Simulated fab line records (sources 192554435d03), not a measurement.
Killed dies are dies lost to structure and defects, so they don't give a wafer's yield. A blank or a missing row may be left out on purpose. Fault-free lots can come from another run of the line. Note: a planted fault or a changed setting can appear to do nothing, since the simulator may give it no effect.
A struck lot beside a sound one || flow n5-finfet || 16 out of 1938 route steps
Sound: the wafers L996.1, L996.2, L996.5. Wafers struck: L101.3, L101.4, L101.5. The cause comes at the end.
For every step that has rows: the tool of each side, followed by ch and its chambers, followed by its first start. Under that, the readings that differ: sound wafers || struck wafers || difference of the means || sigmas: that difference in standard deviations of wafers without a fault.
alike: same words and numbers on both sides, and readings whose means sit less than 2 such deviations apart. not compared: any withheld reading, any reading some wafer has no value for, any bound like >300 that may hide the same value, and any number with overlapping values for which the record gives no deviation.
The two part at a step that has a row with sigmas, a row that says differs or no value, or rows on one side only. Numbers that have no deviation but don't overlap get no sigmas and don't part them. A reading missing from all wafers of one side parts the sides only when that side holds two or more wafers.

N5_MOL_CONTACT_COAG_ETCH_65: etches underlayer in N2/H2, target depth 13 nm, time 10.4 s.
  sound on rie-diel-05 ch 1,2, day 6 23:41; struck on rie-diel-05 ch 0,3, day 8 10:32
  alike: drypump-motor-current-A, etch-rf-on-time-s, h2-flow-sccm, n2-flow-sccm, oes-product-au, rf-vpp-V, showerhead-plenum-p-Torr, throttle-valve-pct
  not compared: rf-hours-counter-h
N5_MOL_CONTACT_COAG_ETCH_66: etches SiARC in CF4, target depth 13 nm, time 21.7 s.
  sound on rie-diel-05 ch 1,2, day 6 23:42; struck on rie-diel-05 ch 0,3, day 8 10:34
{"reading": "rf-vpp-V (V)", "sound": "180.9 183.4 181.7", "struck": "185.3 183.7 185.0", "difference": "+2.7", "sigmas": "+2"}
  alike: drypump-motor-current-A, etch-rf-on-time-s, oes-product-au, showerhead-plenum-p-Torr, throttle-valve-pct
  not compared: rf-hours-counter-h
then, 1 step without rows for these wafers: N5_MOL_CONTACT_COAG_ALD_133 (deposits SiO2, target thk 5 nm, pulse time 1 s, co reactant pulse time 1 s).
N5_MOL_CONTACT_COAG_ETCHBACK_134: etches SiO2 in CHF3, target depth 10 nm, time 6.7 s.
  sound on rie-diel-05 ch 0,2,3, day 7 00:35; struck on rie-diel-05 ch 0,3, day 8 10:49
  alike: drypump-motor-current-A, oes-product-au, rf-vpp-V, showerhead-plenum-p-Torr, throttle-valve-pct
  not compared: rf-hours-counter-h
then, 3 steps without rows for these wafers: N5_MOL_CONTACT_COAG_ETCH_67 (etches SOC in N2/H2, target depth 60 nm, overetch 21 nm, time 101.2 s); N5_MOL_CONTACT_COAG_STRIP_68 (strips in N2/H2); N5_MOL_CONTACT_COAG_STRIP_69 (strips in N2/H2).
N5_MOL_CONTACT_COAG_ETCHBACK_136: etches SiO2 in CHF3, target depth 25 nm, time 16.7 s.
  sound on rie-diel-05 ch 0,2,3, day 7 00:43; struck on rie-diel-05 ch 0,3, day 8 10:57
  alike: drypump-motor-current-A, oes-product-au, rf-vpp-V, showerhead-plenum-p-Torr, throttle-valve-pct
  not compared: rf-hours-counter-h
then, 2 steps without rows for these wafers: N5_MOL_CONTACT_COAG_STRIP_120 (strips in CHF3); N5_MOL_CONTACT_COAG_VIA_ETCH_117 (etches SiO2 in C4F6/O2, target depth 40 nm, overetch 8 nm, time 26 s).
N5_MOL_CONTACT_COAG_ETCH_124: etches SiNx in CH3F/O2, stops on SiOC, target depth 6.5 nm.
  sound on rie-diel-05 ch 0,2,3, day 7 00:46; struck on rie-diel-05 ch 0,3, day 8 11:01
  alike: drypump-motor-current-A, oes-product-au, rf-vpp-V, showerhead-plenum-p-Torr, throttle-valve-pct
  not compared: rf-hours-counter-h
then, 1 step without rows for these wafers: N5_MOL_CONTACT_COAG_ETCH_48 (etches SiOC in C4F6/O2, target depth 15 nm, overetch 4.5 nm, time 17 s).
N5_MOL_CONTACT_COAG_STRIP_72: strips in N2/H2.
  sound on rie-diel-05 ch 0,2,3, day 7 00:52; struck on rie-diel-05 ch 0,3, day 8 11:06
{"reading": "power-w (W)", "sound": "451.4 450.5 449.6", "struck": "402.5 403.5 402.4", "difference": -47.7, "sigmas": -34}
  alike: drypump-motor-current-A, h2-flow-sccm, n2-flow-sccm, oes-product-au, rf-vpp-V, showerhead-plenum-p-Torr, throttle-valve-pct
  not compared: rf-hours-counter-h
then, 1 step without rows for these wafers: N5_MOL_CONTACT_COAG_STRIP_49 (strips in N2/H2, time 30 s).
-- a jump in the record: the struck wafers' starts before and after are 3 days apart (it breaks off in module MOL_CONTACT_COAG and resumes in module BEOL_M4, where the first step shown is number 1111 of the route) --
N5_BEOL_M4_RC_MEAS_101:
  sound on prober-01 ch 0, day 9 22:13; struck on prober-01 ch 0, day 11 06:20
  alike: DIBL_N, DIBL_P, IOFF_N, IOFF_P, ION_N, ION_P, SS_N, SS_P, VT_N, VT_P
-- the record jumps here: 5 days lie between the struck wafers' starts before and after (it left off in module BEOL_M4 and takes up again in module PASSIVATION, whose first step shown is number 1936 of the route) --
N5_PASSIVATION_PROBE_49:
  sound: prober-02 at day 14 05:34; struck: prober-02 at day 15 21:18
  alike: defect-limited-yield, killed_at_M0_to_M3, killed_at_M4_up, killed-at-contacts, killed-at-front-end, killed-at-other, killed-dies, killed-open, killed-short, sort_bin_5_function, sort_bin_6_memory, sort_bin_8_speed, sort-n-pass, sort-yield-pct

## WHERE THEY PART
At N5_MOL_CONTACT_COAG_ETCH_66 first; at N5_MOL_CONTACT_COAG_STRIP_72 last (within this record only). Later steps at which nothing parts them and some readings are alike: N5_BEOL_M4_RC_MEAS_101, N5_PASSIVATION_PROBE_49.

WHY: what had been put in by the simulator
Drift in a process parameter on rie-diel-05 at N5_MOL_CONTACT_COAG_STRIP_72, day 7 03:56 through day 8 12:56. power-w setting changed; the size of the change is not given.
